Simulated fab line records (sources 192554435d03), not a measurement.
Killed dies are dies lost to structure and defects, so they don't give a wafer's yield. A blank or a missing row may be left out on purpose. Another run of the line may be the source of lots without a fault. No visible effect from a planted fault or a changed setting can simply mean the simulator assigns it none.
Problem report, 8D (eight disciplines) form, completed by code | flow n5 finfet | the parts of the form that need people (team, actions taken, sign-off) are left out

== 1. THE PROBLEM ==
IOFF_N at N5_BEOL_M4_RC_MEAS_101 reads a mean of 0.431 nA/um on 1 wafer of 1 lot; wafers without a fault read 0.157 nA/um with a standard deviation of 0.02. Relative to the usual mean, that is a shift of +14 standard deviations.
Seen first at day 12 20:43 on prober-02, wafer L921.6. At this step, 24 wafers from 8 lots have a number in the record. Rule for "out" (also "out of limits"): further than 4 standard deviations from the usual mean. All remaining wafers that have a number are taken as sound.

== 2. WHAT IT IS, AND WHAT IT ISN'T ==
question                    | is                                                                                                                                                 | is not
which readings at this step | IOFF_N, DIBL_N, DIBL_P, IOFF_N_85C, IOFF_N_LIN, IOFF_P, IOFF_P_85C, IOFF_P_LIN, ION_N, ION_P, REXT_N, REXT_P, SS_N, VT_N, VT_N_LVT, VT_P, VT_P_LVT | -
which lots                  | L921                                                                                                                                               | L906, L911, L912, L913, L925, L928, L929
which wafers of those lots  | L921.6                                                                                                                                             | L921.1, L921.4
read on which gauges        | prober-02                                                                                                                                          | prober-01
when                        | from day 12 20:43                                                                                                                                  | up to then (14 sound wafers); but 9 sound wafers of L925, L928, L929 came after

== 3. SUSPECTS, AND WHAT RULES EACH OUT ==
Counting: if a tool at a process step up to the reading ran every lot that is out, it stays a suspect. Sound lots after the first of them don't rule it out here, since some wafers of a struck lot are sound.
- the gauge at N5_BEOL_M4_RC_MEAS_101: kept. All the wafers that are out were read on prober-02, and no step on other tools shows them out.
- rie diel-04 at N5_DUMMY_GATE_ETCH_29 (etches underlayer in N2/H2, target depth 13 nm): kept. It ran the lot that is out, L921 (day 6 16:52); its last sound lot up to then is L913 (day 4 18:01).
- rie diel-02 at N5_DUMMY_GATE_STRIP_41 (strips in O2): kept. It ran the lot that is out, L921 (day 6 17:33); its last sound lot up to then is L906 (day 3 04:37).
- rie diel-05 at N5_DUMMY_GATE_STRIP_48 (strips in N2/H2, time 20 s): kept. It ran the lot that is out, L921 (day 6 18:04); its last sound lot up to then is L912 (day 4 14:01).
- ald sin-04 at N5_SPACER0_ALD_00 (deposits SiOCN, target thk 3.5 nm, pulse time 3 s, purge time 2 s): kept. It ran the lot that is out, L921 (day 6 18:44); its last sound lot up to then is L913 (day 4 21:02).
- Within ald sin-04 at N5_SPACER0_ALD_00: the wafers that are out ran in chamber 0; their sound lot-mates ran in chambers 2, 3.
Left after counting: rie diel-04 at N5_DUMMY_GATE_ETCH_29, rie diel-02 at N5_DUMMY_GATE_STRIP_41, rie diel-05 at N5_DUMMY_GATE_STRIP_48, ald sin-04 at N5_SPACER0_ALD_00, prober-02 at N5_BEOL_M4_RC_MEAS_101.

== 4. THE CAUSE (what the simulator had put in) ==
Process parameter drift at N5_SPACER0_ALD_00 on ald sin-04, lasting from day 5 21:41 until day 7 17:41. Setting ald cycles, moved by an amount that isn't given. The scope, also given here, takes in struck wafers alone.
Of the 5 suspects that counting leaves, this tool is one.

== 5. SEQUENCE OF EFFECTS, ordered by route ==
Each row: a reading where the mean over the struck wafers with a number is more than 3 standard deviations away from the usual. Readings are gone through only where the record gives a usual standard deviation; hours: the median, over the lots, of the time from a lot's start at the first step in this table giving one to that lot's start at this step; sigmas: the change measured in usual standard deviations.
hours | step                    | reading        | usual        | on struck wafers | change | sigmas
0     | N5_BEOL_M4_RC_MEAS_101  | DIBL_N         | 36.3 mV/V    | 48.0             | +11.7  | +9.8
0     | N5_BEOL_M4_RC_MEAS_101  | DIBL_P         | 36.3 mV/V    | 46.6             | +10.3  | +7.4
0     | N5_BEOL_M4_RC_MEAS_101  | IOFF_N         | 0.157 nA/um  | 0.431            | +0.274 | +14
0     | N5_BEOL_M4_RC_MEAS_101  | IOFF_N_85C     | 3.1 nA/um    | 7.2              | +4.1   | +12
0     | N5_BEOL_M4_RC_MEAS_101  | IOFF_N_LIN     | 0.073 nA/um  | 0.156            | +0.083 | +11
0     | N5_BEOL_M4_RC_MEAS_101  | IOFF_P         | 0.22 nA/um   | 0.62             | +0.40  | +12
0     | N5_BEOL_M4_RC_MEAS_101  | IOFF_P_85C     | 3.7 nA/um    | 9.1              | +5.4   | +11
0     | N5_BEOL_M4_RC_MEAS_101  | IOFF_P_LIN     | 0.103 nA/um  | 0.244            | +0.141 | +11
0     | N5_BEOL_M4_RC_MEAS_101  | ION_N          | 675 uA/um    | 748              | +73    | +7.6
0     | N5_BEOL_M4_RC_MEAS_101  | ION_P          | 465 uA/um    | 522              | +57    | +7.0
0     | N5_BEOL_M4_RC_MEAS_101  | REXT_N         | 74.5 ohm.um  | 63.6             | -10.9  | -5.2
0     | N5_BEOL_M4_RC_MEAS_101  | REXT_P         | 100.1 ohm.um | 81.8             | -18.3  | -7.3
0     | N5_BEOL_M4_RC_MEAS_101  | SS_N           | 71.4 mV/dec  | 73.9             | +2.5   | +5.6
0     | N5_BEOL_M4_RC_MEAS_101  | SS_P           | 73.3 mV/dec  | 75.4             | +2.1   | +3.9
0     | N5_BEOL_M4_RC_MEAS_101  | VT_N           | 249.8 mV     | 234.6            | -15.2  | -6.1
0     | N5_BEOL_M4_RC_MEAS_101  | VT_N_LVT       | 98.8 mV      | 85.5             | -13.3  | -5.1
0     | N5_BEOL_M4_RC_MEAS_101  | VT_P           | -249 mV      | -231             | +18    | +5.6
0     | N5_BEOL_M4_RC_MEAS_101  | VT_P_LVT       | -98.3 mV     | -79.5            | +18.8  | +7.0
101   | N5_PASSIVATION_PROBE_49 | sort n pass    | 1075         | 515              | -560   | -35
101   | N5_PASSIVATION_PROBE_49 | sort yield pct | 91.1 %       | 43.6             | -47.5  | -34
Its process steps:
- N5_PASSIVATION_PROBE_49

== 6. WHAT WOULD HAVE CAUGHT IT SOONER ==
Counted from the fault's start at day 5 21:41, it took 167 hours until the first out-of-limits reading at a measuring or inspecting step in this record, taken at day 12 20:43.
Of the tool readings at N5_SPACER0_ALD_00 for which the record gives a usual standard deviation, none was out on any struck wafer, so an alarm limit of 4 standard deviations on them would not have fired.
All the lots that are out (1) had begun N5_SPACER0_ALD_00 on ald sin-04 by day 12 20:43. Had the tool been put on hold then, not one of them would have been saved.
